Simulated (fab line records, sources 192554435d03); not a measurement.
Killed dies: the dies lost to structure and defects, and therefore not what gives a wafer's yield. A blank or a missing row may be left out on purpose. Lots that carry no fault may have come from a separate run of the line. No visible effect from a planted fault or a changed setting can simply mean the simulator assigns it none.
Chamber matching    flow n5-finfet    N5_BEOL_M2_ETCH_77 on rie-diel-02 has 4 sister chambers
The step etches underlayer in N2/H2, target depth 6.5 nm, time 5.2 s. 8 wafers are shown with their chamber, then 12 later ones without.

WAFERS WITH THEIR CHAMBER
wafer   chamber  showerhead-plenum-p-Torr (Torr)  drypump-motor-current-A (A)
L077.6  1        2.66                             5.4
L081.1  0        2.34                             6.3
L081.6  2        2.49                             5.7
L084.2  0        2.34                             6.4
L084.4  3        2.46                             5.9
L086.1  2        2.48                             5.8
L086.4  1        2.65                             5.3
L086.6  3        2.46                             6.0

WAFERS MISSING THEIR CHAMBER
wafer   showerhead-plenum-p-Torr (Torr)  drypump-motor-current-A (A)
L087.1  2.46                             5.9
L087.4  2.64                             5.4
L087.5  2.46                             6.0
L092.1  2.48                             5.8
L092.2  2.64                             5.4
L092.6  2.33                             6.3
L096.2  2.47                             5.8
L096.3  2.64                             5.4
L096.5  2.47                             5.8
L097.1  2.33                             6.3
L097.3  2.45                             6.0
L097.5  2.45                             6.0

WHICH CHAMBER EACH WENT THROUGH
wafer   from the rows above      in truth
L087.1  3                        3
L087.4  1                        1
L087.5  3                        3
L092.1  2                        2
L092.2  1                        1
L092.6  0                        0
L096.2  can't be placed: 3 or 2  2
L096.3  1                        1
L096.5  can't be placed: 3 or 2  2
L097.1  0                        0
L097.3  3                        3
L097.5  3                        3
Placed correctly: 10 of 12. From these rows, 2 cannot be placed; in 2 the true chamber is one of the candidates. Placed wrongly: 0.
How it was worked out, from the rows above alone: a wafer's distance from a chamber is the root of the sum, over the readings, of the square of ((its reading less the chamber's mean) divided by the reading's scatter). The wafer belongs to the nearest chamber; if the next one is less than 2 further off, it can't be placed. Each chamber's mean is taken over the wafers shown for it. The scatter: the root of (the sum of the squares of (reading less its chamber's mean) over the shown wafers, divided by (wafers less chambers)).
